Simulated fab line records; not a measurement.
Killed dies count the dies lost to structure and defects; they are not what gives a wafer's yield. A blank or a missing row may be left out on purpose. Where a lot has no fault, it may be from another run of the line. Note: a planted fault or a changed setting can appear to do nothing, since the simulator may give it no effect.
Matching of chambers ; flow n5Finfet ; rieDiel-05 running N5_HKMG_FIN_ETCH_58: 4 sister chambers
The step etches SOC in N2/H2, target depth 215.8 nm, time 741 s. 8 wafers are shown with their chamber, then 12 later ones without.

== WAFERS WITH THEIR CHAMBER ==
wafer;chamber;throttleValvePct (%);showerheadPlenumPTorr (Torr)
L079.5;2;17.91;2.51
L079.6;3;17.96;2.51
L084.2;2;17.92;2.51
L084.4;0;17.77;2.67
L084.6;3;17.98;2.50
L086.1;1;17.35;2.58
L086.3;0;17.76;2.66
L086.5;1;17.34;2.58

== WAFERS WITHOUT THEIR CHAMBER ==
wafer;throttleValvePct (%);showerheadPlenumPTorr (Torr)
L089.3;17.94;2.51
L089.4;17.36;2.58
L089.5;17.36;2.58
L095.2;18.02;2.49
L095.4;17.37;2.57
L095.6;18.02;2.49
L096.1;18.02;2.49
L096.2;17.80;2.65
L096.3;17.50;2.50
L096.4;17.40;2.57
L096.5;17.39;2.57
L096.6;17.49;2.50

== CHAMBER TAKEN BY EACH ==
wafer;from the rows above;in truth
L089.3;can't be placed: 2 or 3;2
L089.4;1;1
L089.5;1;1
L095.2;3;3
L095.4;1;1
L095.6;3;3
L096.1;3;3
L096.2;0;0
L096.3;1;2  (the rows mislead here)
L096.4;1;1
L096.5;1;1
L096.6;1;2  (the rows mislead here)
Correctly placed: 9 of 12. From these rows, 1 cannot be placed; in 1 the true chamber is one of the candidates. 2 placed wrongly.
How it was worked out, from the rows above alone: a wafer's distance from a chamber is the root of the sum, over the readings, of the square of ((its reading less the chamber's mean) divided by the reading's scatter). The wafer belongs to the nearest chamber; if the next one is less than 2 further off, it can't be placed. A chamber's mean is the mean of its shown wafers. The scatter: the root of (the sum of the squares of (reading less its chamber's mean) over the shown wafers, divided by (wafers less chambers)).
